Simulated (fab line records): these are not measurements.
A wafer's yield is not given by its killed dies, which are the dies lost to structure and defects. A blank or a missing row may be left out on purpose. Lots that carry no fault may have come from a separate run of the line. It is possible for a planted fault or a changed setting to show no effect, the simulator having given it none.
Comparing a struck lot with a sound one / flow nand-harc / 15 steps out of a route of 1302
Sound: these wafers, L917.2, L917.3, L917.4. The struck wafers were L924.3, L924.4, L924.5. At the end, the cause is stated.
At each step with rows: each side's tool, then ch and its chambers, then its first start. Under that, the readings that differ: sound wafers / struck wafers / difference of the means / sigmas: that difference in standard deviations of wafers without a fault.
alike: readings whose means differ by less than 2 such deviations, and words and numbers that are the same on both sides. not compared: withheld readings, readings that some wafer has no value for, bounds like >300 that may hide the same value, and numbers for which the record gives no deviation and whose values overlap.
A row with sigmas, a row that says differs or no value, or rows on one side alone: a step with any of these is where the two part. When numbers do not overlap yet have no deviation, they are printed without sigmas and do not part them. A reading missing from all wafers of one side parts the sides only when that side holds two or more wafers.

first, 2 steps without rows for these wafers: NHARC_P_STI_SRD_39; NHARC_P_STI_OXIDE_40 (material SiO2, target thk 10 nm, ox time 1362 s).
NHARC_P_STI_INSPECT_25:
  sound: defect-inspect-02 at day 4 02:32; struck: defect-inspect-01 at day 7 04:10
  alike: raw-defect-count
then, 9 steps without rows for these wafers: NHARC_P_GATE_ETCH_69 (etches SiO2 in dHF, target depth 14 nm); NHARC_P_GATE_PRECLEAN_70 (cleans in SC1); NHARC_P_GATE_SRD_01; NHARC_P_GATE_OXIDE_02 (material SiO2, target thk 37.5 nm, ox time 365 s); NHARC_P_GATE_DEHYDRATE_03 (time 120 s); NHARC_P_GATE_HMDS_04 (time 30 s); NHARC_P_GATE_COAT_05; NHARC_P_GATE_SOFTBAKE_06 (time 95 s); NHARC_P_GATE_EBR_07.
NHARC_P_GATE_EXPOSE_08: exposes mask P HV.
  sound on krf-scanner-04 ch 0, day 4 11:05; struck on krf-scanner-01 ch 0, day 7 12:30
reading=exposure-dose-mJ-cm2; sound=16.745 16.727 16.721; struck=11.792 11.773 11.782; difference=-4.949; sigmas=-99 or more
  alike: mask
then, 1 step without rows for these wafers: NHARC_P_GATE_PEB_09 (peb time 85 s).
-- jump in the record: it breaks off in module P_GATE and resumes in module END (first step shown: number 1302 of the route), and 21 days separate the struck wafers' starts before and after --
NHARC_END_SORT_01:
  sound on prober-02 ch 0, day 24 04:17; struck on prober-01 ch 0, day 28 01:01
  alike: killed-at-array, killed-at-other, killed-at-periphery, killed-dies, killed-open, killed-short

WHERE THEY PART
At NHARC_P_GATE_EXPOSE_08 and nowhere else, as far as this record goes. Later steps at which nothing parts them and some readings are alike: NHARC_END_SORT_01.

WHY: what had been put in by the simulator
Process parameters drifting: krf-scanner-01 at NHARC_P_GATE_EXPOSE_08, beginning at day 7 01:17. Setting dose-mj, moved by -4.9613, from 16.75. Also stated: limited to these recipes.
